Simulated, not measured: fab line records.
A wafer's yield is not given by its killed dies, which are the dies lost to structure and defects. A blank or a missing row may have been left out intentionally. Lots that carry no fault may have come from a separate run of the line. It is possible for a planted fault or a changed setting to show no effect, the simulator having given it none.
The tool behind it: which one? -- flow n5Finfet -- Sampling: 10 lots, 28 wafers, 5 of 1938 route steps

## WHAT EACH GAUGE READ, for each wafer
N5_GATE_CUT_INSPECT_26: inspects for defects (darkfield). Usual: 38 for rawDefectCount, sd 18.
lot,measured,on,rawDefectCount,flag
L962,day 4 18:19,defectInspect-02,31 35 49,
L964,day 5 03:05,defectInspect-01,38 34 33,
L965,day 5 08:53,defectInspect-02,43 26 23,
L966,day 5 18:58,defectInspect-02,12 19,
L977,day 8 09:13,defectInspect-01,88 38 65,
L978,day 8 14:20,defectInspect-01,29 34 43,
L979,day 8 21:33,defectInspect-02,33 34 36,
L980,day 9 02:55,defectInspect-02,41 30 31,
L981,day 9 11:59,defectInspect-02,57 59 29,
L985,day 10 15:51,defectInspect-01,47 59,

N5_BEOL_M4_RC_MEAS_101. Usual: DIBL_N 36.8 mV/V, standard deviation 2.2; DIBL_P 37.0 mV/V, standard deviation 2.8; IOFF_N 0.18 nA/um, standard deviation 0.043; IOFF_P 0.23 nA/um, standard deviation 0.05; ION_N 680 uA/um, standard deviation 14; ION_P 466 uA/um, standard deviation 9.1; SS_N 71.7 mV/dec, standard deviation 0.74; SS_P 73.5 mV/dec, standard deviation 0.79; VT_N 248 mV, standard deviation 4; VT_P -249 mV, standard deviation 4.1.
lot,measured,on,DIBL_N (mV/V),DIBL_P (mV/V),IOFF_N (nA/um),IOFF_P (nA/um),ION_N (uA/um),ION_P (uA/um),SS_N (mV/dec),SS_P (mV/dec),VT_N (mV),VT_P (mV),flag
L962,day 8 09:23,prober-01,34.7 33.8 37.8,35.3 35.0 38.8,0.13 0.13 0.20,0.19 0.19 0.25,665 687 689,459 467 467,71.2 71.0 71.7,73.2 73.7 74.1,251 249 246,-253 -251 -249,
L964,day 8 01:04,prober-01,39.6 35.4 37.8,41.3 36.2 39.6,0.29 0.17 0.23,0.36 0.22 0.32,715 691 696,484 470 480,72.7 71.5 72.1,74.8 73.3 74.0,238 247 243,-241 -246 -242,
L965,day 9 05:10,prober-01,35.7 36.3 37.7,36.9 38.2 40.2,0.18 0.17 0.23,0.19 0.19 0.24,677 667 700,453 456 467,71.6 71.6 72.0,73.4 73.1 73.6,243 253 244,-254 -253 -250,
L966,day 9 08:22,prober-01,36.6 32.5,39.3 33.7,0.18 0.10,0.20 0.13,682 659,455 444,71.6 70.4,73.9 72.3,246 255,-253 -259,
L977,day 11 13:43,prober-01,34.1 35.7 35.5,33.3 34.9 34.5,0.12 0.14 0.14,0.20 0.23 0.22,659 666 657,459 467 460,71.4 71.9 71.1,73.2 73.1 72.6,254 251 252,-249 -247 -249,
L978,day 11 15:13,prober-02,38.0 38.0 34.9,35.6 37.6 31.6,0.16 0.18 0.12,0.18 0.21 0.13,675 677 662,453 454 448,71.6 72.3 71.6,73.2 73.6 72.1,249 249 254,-254 -251 -256,
L979,day 11 20:49,prober-02,38.1 40.9 38.4,35.3 38.5 35.4,0.18 0.22 0.16,0.24 0.30 0.23,688 693 669,475 478 459,72.0 72.2 71.9,73.1 74.1 73.5,249 243 252,-246 -244 -248,
L980,day 12 20:48,prober-02,34.6 30.4 39.2,34.2 29.0 40.9,0.13 0.08 0.25,0.19 0.12 0.31,664 636 695,457 441 474,70.7 69.9 71.6,73.0 71.5 74.1,252 259 242,-251 -257 -244,
L981,day 12 20:40,prober-01,33.8 36.8 38.4,32.3 36.9 38.7,0.13 0.18 0.23,0.18 0.25 0.27,664 682 700,461 468 479,71.4 71.5 71.8,72.0 72.8 73.7,253 247 242,-252 -249 -248,
L985,day 13 11:31,prober-02,36.7 37.7,37.9 40.2,0.20 0.22,0.26 0.31,686 701,474 487,72.2 72.3,73.6 74.8,243 242,-244 -241,

## WHAT TOOL EACH LOT RAN ON (gives the tool, then ch and the chambers of the sampled wafers, and finally the start)
lot,N5_GATE_CUT_ETCH_19,N5_GATE_CUT_VAPOR_ETCH_48,N5_MOL_CONTACT_COAG_COAT_02
L962,"rieDiel-03 ch 0,1,2, day 4 14:38","rieMetal-01 ch 0,1, day 4 14:55","lithoTrack-02 ch 0, day 4 18:21"
L964,"rieDiel-01 ch 0,2, day 4 22:55","rieMetal-03 ch 1, day 4 23:12","lithoTrack-01 ch 0, day 5 03:08"
L965,"rieDiel-03 ch 0,1,3, day 5 05:44","rieMetal-03 ch 1, day 5 06:01","lithoTrack-02 ch 0, day 5 08:55"
L966,"rieDiel-02 ch 1,2, day 5 15:47","rieMetal-02 ch 0, day 5 16:05","lithoTrack-04 ch 0, day 5 19:00"
L977,"rieDiel-01 ch 1,2, day 8 06:08","rieMetal-03 ch 0,1, day 8 06:26","lithoTrack-02 ch 0, day 8 09:15"
L978,"rieDiel-03 ch 0,2,3, day 8 10:54","rieMetal-02 ch 0,1, day 8 11:11","lithoTrack-02 ch 0, day 8 14:23"
L979,"rieDiel-02 ch 0,1,2, day 8 18:22","rieMetal-02 ch 0,1, day 8 18:40","lithoTrack-01 ch 0, day 8 21:35"
L980,"rieDiel-01 ch 0,2,3, day 8 23:50","rieMetal-01 ch 0,1, day 9 00:07","lithoTrack-04 ch 0, day 9 02:58"
L981,"rieDiel-01 ch 2,3, day 9 08:55","rieMetal-03 ch 0,1, day 9 09:12","lithoTrack-04 ch 0, day 9 12:02"
L985,"rieDiel-02 ch 0,3, day 10 12:49","rieMetal-01 ch 0,1, day 10 13:05","lithoTrack-04 ch 0, day 10 15:53"
- N5_GATE_CUT_ETCH_19: etches SiNx in CH3F/O2, target depth 53.7 nm, time 76.7 s.
- N5_GATE_CUT_VAPOR_ETCH_48: etches TiN in BCl3/Cl2.
- N5_MOL_CONTACT_COAG_COAT_02: resist thk 30 nm.

## WHAT THE TOOLS THEMSELVES READ (means of the sampled wafers that have a number; where no wafer has one, the mark that the record gives instead)
N5_GATE_CUT_ETCH_19. Usual: value, then standard deviation, for each; biasW 73.01 W / 0.22; drypumpMotorCurrentA 5.8 A / 0.42; etchRfOnTimeS 77.3 s / 2.3; oesProductAu 0.65 a.u. / 0.07; rfVppV 296 V / 9.9; showerheadPlenumPTorr 2.02 Torr / 0.058; throttleValvePct 16.41 % / 0.19.
lot,tool,biasW (W),drypumpMotorCurrentA (A),etchRfOnTimeS (s),oesProductAu (a.u.),rfVppV (V),showerheadPlenumPTorr (Torr),throttleValvePct (%),flag
L962,rieDiel-03,72.89,6.1,78.2,0.64,294,2.02,16.33,
L964,rieDiel-01,72.87,5.2,75.4,0.69,295,2.07,16.33,
L965,rieDiel-03,72.92,6.1,78.6,0.70,292,2.07,16.27,
L966,rieDiel-02,73.12,5.8,77.5,0.64,289,2.01,16.55,
L977,rieDiel-01,73.11,5.5,77.1,0.68,295,2.00,16.40,
L978,rieDiel-03,72.82,6.4,79.5,0.67,296,2.06,16.22,
L979,rieDiel-02,73.14,5.9,75.5,0.61,297,2.01,16.56,
L980,rieDiel-01,72.93,5.6,76.6,0.65,297,2.02,16.43,
L981,rieDiel-01,72.97,5.7,76.6,0.68,303,2.00,16.47,
L985,rieDiel-02,73.00,5.8,74.2,0.71,311,1.99,16.37,

N5_GATE_CUT_VAPOR_ETCH_48. Usual: drypumpMotorCurrentA 5.8 A, standard deviation 0.41; oesProductAu 0.79 a.u., standard deviation 0.1.
lot,tool,drypumpMotorCurrentA (A),oesProductAu (a.u.),flag
L962,rieMetal-01,5.6,0.64,
L964,rieMetal-03,5.6,0.64,
L965,rieMetal-03,5.6,0.64,
L966,rieMetal-02,6.6,0.85,
L977,rieMetal-03,5.5,0.72,
L978,rieMetal-02,6.1,0.84,
L979,rieMetal-02,6.3,0.84,
L980,rieMetal-01,5.7,0.82,
L981,rieMetal-03,5.4,0.79,
L985,rieMetal-01,5.7,0.82,

N5_MOL_CONTACT_COAG_COAT_02. Usual: exhaustPa 45.0 Pa, standard deviation 0.83; spinSpeedRpm 1500.0 rpm, standard deviation 0.96.
lot,tool,exhaustPa (Pa),spinSpeedRpm (rpm),flag
L962,lithoTrack-02,45.2,1499.2,
L964,lithoTrack-01,45.2,1500.5,
L965,lithoTrack-02,46.2,1499.7,
L966,lithoTrack-04,45.0,1500.0,
L977,lithoTrack-02,45.8,1439.8,OFF
L978,lithoTrack-02,44.8,1439.9,OFF
L979,lithoTrack-01,44.6,1500.9,
L980,lithoTrack-04,44.1,1500.0,
L981,lithoTrack-04,43.7,1500.2,
L985,lithoTrack-04,45.6,1500.7,

## THE ANSWER, worked out from the rows above alone
Rule: take the mean of a lot's wafers that have a number; if it is more than 3 standard deviations from the usual mean, the lot is off. A lot without any number at a reading at which 4 lots or more have one is off too. The other lots that the step has rows for count as sound. First the gauges in route order, then the tools' own readings, where a lot's mean is used as printed above. The first step at which some lot is off is used, and at that step the reading that is off furthest; a lot without a number counts as furthest.
Off: L977, L978 (N5_MOL_CONTACT_COAG_COAT_02, spinSpeedRpm).
If a tool, at that step or one of the process steps before it, ran each lot that is off and ran no sound lot following the first of them, it fits. One candidate fits, namely lithoTrack-02 at N5_MOL_CONTACT_COAG_COAT_02. A fault onset in the window from L965 (day 5 08:55, its last sound lot) to L977 (day 8 09:15, its first lot off) fits.
The tool's own readings at N5_MOL_CONTACT_COAG_COAT_02 bear it out: on the lots that are off they differ by more than 5 times the standard deviation of the sound lots' means. spinSpeedRpm reads 1439.8 rpm there against 1500.2 rpm on the sound lots.

## WHAT HAD BEEN PUT IN BY THE SIMULATOR
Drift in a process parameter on lithoTrack-02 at N5_MOL_CONTACT_COAG_COAT_02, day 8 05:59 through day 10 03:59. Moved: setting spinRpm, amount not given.
Struck lots among those shown: L977, L978. Same finding as the rule above.
